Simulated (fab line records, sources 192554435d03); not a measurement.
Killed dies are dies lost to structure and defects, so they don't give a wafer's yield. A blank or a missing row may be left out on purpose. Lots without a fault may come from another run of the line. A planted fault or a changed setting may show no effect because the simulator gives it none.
fab line records | flow n5_finfet | part 2 of 2: steps 4 to 6 of 6
record lots=18 wafers=54 last_day=17
route steps=1938 shown FIN_SAQP@142 FIN_CUT@167 STI_FIN_REVEAL@199 DUMMY_GATE@218
lots that met no fault: from a run of the same line without faults
start_h: hours from the record's first day to the start of the lot's first wafer shown | wait_h: hours since the lot's step before | " the same as in the row above | L1.1+2: a row that stands for several wafers | - no value, or no start given | * or withheld: withheld | < > ~ a bound
route shown NAME@n: a module of which the file shows steps, and the number in the route of the first | usual: mean/standard deviation of fault-free wafers | same: alike in all rows | chamber/n: place in a boat | sites: the reading at each site | _std_site: their standard deviation | _edge_site: outer sites' mean less inner sites' | radius_mm: how far each site lies from the wafer's centre | mask NAME#n: copy n | behind: the tool/chamber that last shaped the wafer | hold: why the lot was held/for how many hours/how that ended | device: the transistor (n, p or np) that didn't switch | end of line: the same wafers' tests at the end of the route | a step without rows: its recipe alone | killed: dies lost to structure and defects at the first sort, not the wafer's yield | map: a wafer's dies, x killed, . not, _ none there
set.NAME: the setting as run; set.NAME@STEP: as run at that earlier step | model.NAME: the simulator's own value behind a step, which no gauge read
steps of the route over a sample of lots; a table a step, a row a wafer
services: from which hour (start_h, from the record's first day; less than 0 if before it) a tool's chamber was out of use, for how many hours, and why
## steps
# step N5_STI_FIN_REVEAL_ETCH_34
# recipe chemistry=H2 mode=isotropic material=Si target=Si target_depth_a=9.7 temp_c=20 pressure_mtorr=4.5 icp_w=300 bias_w=0 h2_flow_sccm=7.5 he_flow_sccm=142.5
# usual drypump_motor_current_A=5.6/0.62 h2_flow_sccm=7.499/0.021 he_backside_leak_sccm=2.8/0.3 oes_product_au=0.997/0.018 temp_c=20.00/0.11 throttle_valve_pct=25.8/0.49
# columns lot.wafer tool chamber start_h wait_h drypump_motor_current_A h2_flow_sccm he_backside_leak_sccm oes_product_au rf_hours_counter_h temp_c throttle_valve_pct
L074.2 rie_si-04 0 35.85 0.1 5.8 7.432 2.9 0.992 98 19.84 25.2
L074.5 " 1 " " 4.8 7.464 2.6 0.985 - 20.10 26.8
L074.6 " 2 " " 4.8 7.502 3.0 0.972 - 20.03 25.1
L076.1 rie_si-03 1 49.57 0.2 4.8 7.513 2.8 1.010 90 20.09 26.2
L076.3 " 3 " " 6.3 7.469 3.2 0.964 16 19.94 25.9
L076.5 " 0 " " 4.7 7.498 2.8 1.004 - 19.99 25.9
L078.1 rie_si-04 2 63.58 0.2 4.8 7.470 3.0 0.965 115 20.09 25.1
L078.5 " 1 " " 4.8 7.511 2.6 0.976 - 20.13 26.7
L078.6 " 0 " " 5.8 7.479 2.8 1.000 - 20.01 25.2
L079.3 rie_si-03 2 66.45 0.1 5.7 7.506 2.5 0.985 145 20.02 26.1
L079.5 " 0 " " 4.7 7.488 2.9 0.991 - 20.00 25.8
L079.6 " 1 " " 4.8 7.488 2.9 0.999 - 20.05 26.2
L081.3 rie_si-03 1 78.31 0.1 4.8 7.475 2.8 1.007 91 19.95 26.2
L081.4 " 3 " " 6.3 7.483 3.3 0.961 17 20.06 25.9
L081.5 " 0 " " 4.7 7.523 2.8 1.016 - 19.89 25.9
L082.2 rie_si-01 3 83.73 0.1 6.6 7.496 2.6 0.997 6 20.07 25.8
L082.3 " 1 " " 5.9 7.466 2.2 1.012 11 20.02 25.7
L082.6 " 0 " " 5.8 7.542 3.1 1.009 - 19.87 25.2
L084.1 rie_si-01 1 96.06 0.2 5.9 7.505 2.3 1.009 11 19.87 25.7
L084.3 " 0 " " 5.8 7.509 3.5 1.027 2 19.91 25.2
L084.5 " 1 " " 5.9 7.516 2.3 1.006 - 20.13 25.7
L085.1 rie_si-03 2 103.03 0.2 5.7 7.500 2.7 0.993 145 20.01 26.1
L085.3 " 1 " " 4.8 7.512 2.7 1.001 91 19.99 26.2
L085.4 " 0 " " 4.7 7.515 2.8 1.010 123 20.05 25.9
L086.2 rie_si-03 3 107.91 0.1 6.3 7.528 3.3 0.966 17 20.07 25.8
L086.4 " 2 " " 5.7 7.484 2.6 0.983 145 20.08 26.1
L086.5 " 2 " " 5.7 7.481 2.6 0.978 - 20.14 26.1
L087.1 rie_si-01 3 115.55 0.2 6.6 7.535 2.6 0.993 6 19.95 25.8
L087.4 " 2 " " 5.9 7.530 2.4 1.010 39 19.90 25.6
L087.5 " 3 " " 6.6 7.499 2.6 0.997 - 19.96 25.8
L088.2 rie_si-01 1 121.59 0.1 5.9 7.505 2.3 1.012 12 19.75 25.7
L088.5 " 1 " " 5.9 7.496 2.2 1.006 - 19.94 25.7
L088.6 " 2 " " 5.9 7.501 2.6 1.008 - 19.88 25.6
L089.1 rie_si-03 1 126.46 0.2 4.8 7.494 2.9 1.013 91 20.09 26.2
L089.4 " 3 " " 6.3 7.502 3.4 0.958 18 20.20 25.8
L089.6 " 1 " " 4.8 7.513 2.9 1.008 - 20.09 26.2
L090.2 rie_si-01 3 134.67 0.1 6.6 7.482 2.7 0.999 7 20.01 25.8
L090.4 " 1 " " 5.9 7.525 2.3 1.010 12 19.95 25.7
L090.5 " 0 " " 5.8 7.497 2.8 1.023 - 20.03 25.2
L091.2 rie_si-01 2 138.32 0.1 5.9 7.525 2.6 1.013 39 20.00 25.6
L091.5 " 2 " " 5.9 7.537 2.6 1.007 - 20.18 25.6
L091.6 " 3 " " 6.6 7.499 2.7 1.000 - 19.88 25.8
L092.4 rie_si-04 2 142.93 0.1 4.8 7.508 2.8 0.962 116 20.01 25.1
L092.5 " 2 " " 4.8 7.531 2.9 0.963 - 19.96 25.1
L092.6 " 1 " " 4.9 7.483 2.8 0.974 - 19.84 26.7
L094.1 rie_si-04 2 156.34 0.2 4.8 7.463 2.9 0.971 116 19.86 25.1
L094.4 " 1 " " 4.8 7.467 2.6 0.979 58 20.04 26.7
L094.5 " 0 " " 5.8 7.525 2.8 1.005 - 20.04 25.2
L095.1 rie_si-04 0 162.56 0.2 5.8 7.495 2.8 1.017 101 19.99 25.2
L095.3 " 2 " " 4.8 7.492 2.8 0.980 116 19.85 25.1
L095.4 " 3 " " 5.5 7.501 3.4 1.020 88 20.11 26.6
L096.3 rie_si-01 0 167.82 0.1 5.8 7.499 3.0 1.013 4 20.01 25.2
L096.4 " 1 " " 5.9 7.515 2.3 1.004 13 20.03 25.7
L096.6 " 1 " " 5.9 7.499 2.3 1.003 - 19.99 25.7
# step N5_DUMMY_GATE_CMP_04
# recipe material=a-Si post_cmp_clean=alkaline_brush
# usual edge_zone_pressure_frac=1.001/0.0049 motor_current_A=10.3/0.77 time_to_endpoint_s=12.5/2.5
# columns lot.wafer tool chamber start_h wait_h edge_zone_pressure_frac motor_current_A time_to_endpoint_s
L074.2 cmp-02 3 42.86 0.1 0.992 11.0 13.6
L074.5 " 0 " " 0.990 9.3 11.9
L074.6 " 1 " " 0.992 10.5 15.8
L076.3 cmp-02 0 54.46 0.1 0.998 9.7 12.2
L076.1 " 1 " " 0.997 10.4 15.4
L076.5 " 2 " " 1.004 9.8 11.2
L078.1 cmp-02 2 68.32 0.1 1.001 9.3 13.9
L078.6 " 3 " " 1.000 11.0 12.2
L078.5 " 0 " " 1.005 10.2 10.0
L079.3 cmp-02 0 71.10 0.0 1.001 9.0 13.9
L079.5 " 0 " " 0.999 9.3 12.0
L079.6 " 1 " " 1.005 11.5 16.1
L081.4 cmp-03 1 83.02 0.1 0.997 11.0 10.0
L081.3 " 2 " " 1.006 9.6 10.0
L081.5 " 3 " " 1.008 10.5 13.8
L082.2 cmp-02 3 88.45 0.0 1.003 10.6 14.7
L082.3 " 1 " " 0.999 11.2 15.9
L082.6 " 3 " " 0.999 11.1 12.9
L084.1 cmp-01 0 100.73 0.1 1.006 9.0 13.4
L084.3 " 1 " " 1.000 8.9 16.5
L084.5 " 3 " " 0.993 12.1 15.4
L085.1 cmp-02 0 108.21 0.1 0.992 9.7 10.8
L085.4 " 1 " " 1.001 10.7 17.0
L085.3 " 2 " " 1.005 9.5 15.2
L086.4 cmp-02 1 120.05 0.1 1.001 11.1 13.3
L086.2 " 2 " " 1.002 9.5 12.0
L086.5 " 1 " " 0.996 11.0 16.8
L087.1 cmp-03 3 123.67 0.0 0.998 10.3 15.3
L087.4 " 1 " " 0.992 10.6 9.6
L087.5 " 3 " " 0.994 10.1 12.2
L088.2 cmp-03 1 127.37 0.1 1.003 10.5 9.2
L088.5 " 3 " " 0.998 10.4 11.5
L088.6 " 0 " " 1.013 11.0 11.0
L089.4 cmp-02 2 131.15 0.1 1.002 9.6 11.5
L089.1 " 3 " " 1.001 10.7 12.0
L089.6 " 0 " " 1.001 9.6 8.7
L090.4 cmp-02 0 142.56 0.0 1.003 9.3 7.7
L090.2 " 3 " " 0.998 10.7 8.8
L090.5 " 0 " " 1.003 9.3 8.6
L091.2 cmp-03 0 146.21 0.0 1.008 10.7 13.0
L091.6 " 0 " " 0.996 10.7 14.4
L091.5 " 1 " " 1.001 10.9 12.5
L092.4 cmp-03 3 149.89 0.1 0.997 10.0 12.3
L092.6 " 2 " " 0.993 9.5 5.0
L092.5 " 3 " " 1.006 10.7 10.9
L094.4 cmp-03 0 161.13 0.2 1.007 10.9 9.5
L094.1 " 1 " " 1.003 10.5 11.1
L094.5 " 0 " " 1.009 11.3 12.1
L095.1 cmp-02 2 168.34 0.1 1.001 10.0 12.8
L095.3 " 0 " " 1.009 9.3 8.8
L095.4 " 1 " " 0.996 11.2 13.5
L096.4 cmp-02 1 172.81 0.0 1.007 11.1 15.7
L096.3 " 0 " " 1.011 9.4 9.3
L096.6 " 2 " " 1.003 9.8 11.1
# step N5_DUMMY_GATE_STRIP_41
# recipe chemistry=O2 power_w=400 temp_c=40 pressure_mtorr=30 rf_frequency_hz=6e+07 bias_power_w=0 overash_fraction=0.3 o2_flow_sccm=225
# usual drypump_motor_current_A=5.6/0.42 oes_product_au=0.77/0.086 rf_vpp_V=3.7/0.47 showerhead_plenum_p_Torr=2.07/0.07 temp_c=40.00/0.1 throttle_valve_pct=16.54/0.25
# columns lot.wafer tool chamber start_h wait_h drypump_motor_current_A oes_product_au rf_hours_counter_h rf_vpp_V showerhead_plenum_p_Torr temp_c throttle_valve_pct
L074.2 rie_diel-04 1 48.03 0.0 5.7 0.80 105 4.1 1.94 40.00 16.42
L074.5 " 3 " " 5.2 0.73 - 3.2 2.00 39.93 16.48
L074.6 " 0 " " 5.7 0.71 - 3.0 2.07 39.98 16.85
L076.1 rie_diel-01 1 59.75 0.0 5.8 0.90 39 2.9 2.05 40.10 16.28
L076.3 " 3 " " 5.6 0.80 113 4.1 2.19 40.03 16.39
L076.5 " 1 " " 5.8 0.90 - 3.4 2.05 39.93 16.27
L078.1 rie_diel-04 1 73.36 0.0 5.7 0.79 112 3.5 1.94 40.01 16.44
L078.5 " 2 " " 6.2 0.95 - 4.1 2.14 39.94 16.11
L078.6 " 1 " " 5.6 0.79 - 2.9 1.94 39.97 16.44
L079.3 rie_diel-03 1 76.40 0.0 6.3 0.71 207 3.7 2.17 40.08 17.02
L079.5 " 0 " " 6.0 0.71 - 3.6 2.06 40.18 16.38
L079.6 " 1 " " 6.3 0.71 - 3.3 2.17 40.11 17.00
L081.3 rie_diel-03 1 88.09 0.0 6.3 0.71 211 3.7 2.16 40.06 17.02
L081.4 " 3 " " 5.7 0.69 208 3.4 2.08 40.03 16.78
L081.5 " 1 " " 6.3 0.71 - 4.1 2.16 39.92 17.02
L082.2 rie_diel-04 2 94.09 0.0 6.2 0.93 23 4.3 2.14 39.76 16.12
L082.3 " 1 " " 5.7 0.79 118 3.7 1.94 40.06 16.44
L082.6 " 1 " " 5.7 0.78 - 4.9 1.94 39.97 16.45
L084.1 rie_diel-01 0 107.97 0.0 4.9 0.69 240 3.1 2.07 39.89 16.76
L084.3 " 2 " " 5.2 0.79 110 3.5 2.03 39.90 16.56
L084.5 " 3 " " 5.6 0.78 - 3.6 2.19 40.20 16.41
L085.1 rie_diel-04 2 118.69 0.0 6.2 0.91 30 3.1 2.14 39.93 16.13
L085.3 " 1 " " 5.7 0.77 125 3.7 1.94 40.17 16.45
L085.4 " 0 " " 5.8 0.70 223 3.4 2.06 39.92 16.90
L086.2 rie_diel-04 2 129.14 0.0 6.2 0.91 33 4.5 2.13 40.01 16.15
L086.4 " 1 " " 5.7 0.78 129 3.3 1.94 39.93 16.46
L086.5 " 1 " " 5.7 0.78 - 4.1 1.94 40.05 16.48
L087.1 rie_diel-01 3 132.15 0.0 5.6 0.77 135 3.5 2.18 39.87 16.43
L087.4 " 1 " " 5.8 0.87 59 4.2 2.04 40.07 16.32
L087.5 " 2 " " 5.2 0.79 - 3.0 2.03 40.15 16.60
L088.2 rie_diel-04 0 135.87 0.0 5.8 0.68 228 3.5 2.06 39.99 16.89
L088.5 " 2 " " 6.2 0.90 - 4.9 2.13 40.27 16.15
L088.6 " 3 " " 5.1 0.70 - 3.8 1.99 40.10 16.55
L089.1 rie_diel-01 1 139.91 0.0 5.8 0.87 62 3.7 2.04 39.75 16.31
L089.4 " 0 " " 4.9 0.68 248 3.5 2.07 39.97 16.79
L089.6 " 0 " " 5.0 0.69 - 4.6 2.07 39.76 16.77
L090.2 rie_diel-03 3 150.81 0.0 5.7 0.68 228 3.8 2.07 40.00 16.83
L090.4 " 3 " " 5.7 0.68 - 3.7 2.07 40.17 16.82
L090.5 " 0 " " 6.0 0.68 - 4.5 2.05 40.10 16.41
L091.2 rie_diel-01 2 154.50 0.0 5.2 0.78 125 4.4 2.03 39.93 16.59
L091.5 " 2 " " 5.2 0.77 - 3.6 2.03 39.97 16.59
L091.6 " 1 " " 5.8 0.85 - 3.2 2.04 39.91 16.34
L092.4 rie_diel-03 1 155.22 0.0 6.3 0.69 - 3.6 2.16 39.91 17.06
L092.5 " 0 " " 6.0 0.69 - 3.3 2.05 39.97 16.43
L092.6 " 3 " " 5.7 0.68 - 3.2 2.07 39.99 16.84
L094.1 rie_diel-01 3 166.30 0.0 5.6 0.76 148 4.4 2.18 40.01 16.44
L094.4 " 0 " " 5.0 0.96 1 3.4 2.07 40.05 16.27
L094.5 " 0 " " 4.9 0.97 - 4.7 2.07 39.90 16.26
L095.1 rie_diel-03 2 173.47 0.0 5.0 0.96 3 3.5 2.13 39.98 16.19
L095.3 " 0 " " 6.0 0.68 237 3.6 2.04 40.00 16.44
L095.4 " 3 " " 5.7 0.68 236 3.5 2.07 39.96 16.84
L096.3 rie_diel-01 0 177.94 0.0 4.9 0.96 4 4.1 2.07 39.87 16.29
L096.4 " 1 " " 5.8 0.86 75 3.8 2.03 39.92 16.36
L096.6 " 0 " " 5.0 0.95 - 3.8 2.07 39.76 16.29
## services
# columns tool chamber start_h hours kind
cmp-02 - 8.59 1.3 repair
rie_diel-01 1 8.71 4.3 repair
rie_diel-03 - 9.66 0.5 repair
rie_si-04 2 11.20 4.0 repair
rie_diel-05 0 20.51 15.5 repair
rie_si-01 2 21.23 1.0 repair
cmp-03 - 21.96 1.9 repair
rie_si-04 2 23.34 3.4 repair
cmp-03 - 53.80 7.9 pm
rie_diel-05 3 54.01 8.8 repair
cmp-03 - 66.27 10.2 pm
cmp-03 - 78.14 0.2 repair
rie_diel-06 0 79.05 8.7 repair
rie_diel-02 1 87.10 2.7 repair
rie_diel-04 0 90.90 7.5 repair
cmp-03 - 99.29 1.0 repair
cmp-03 - 112.91 4.7 repair
rie_diel-02 0 122.41 2.5 repair
rie_si-04 2 123.18 11.6 repair
rie_si-03 3 134.26 7.4 repair
rie_diel-04 1 136.39 8.7 repair
rie_diel-02 0 151.41 1.6 repair
rie_diel-06 2 168.37 33.9 repair
rie_si-03 - 174.90 14.6 pm
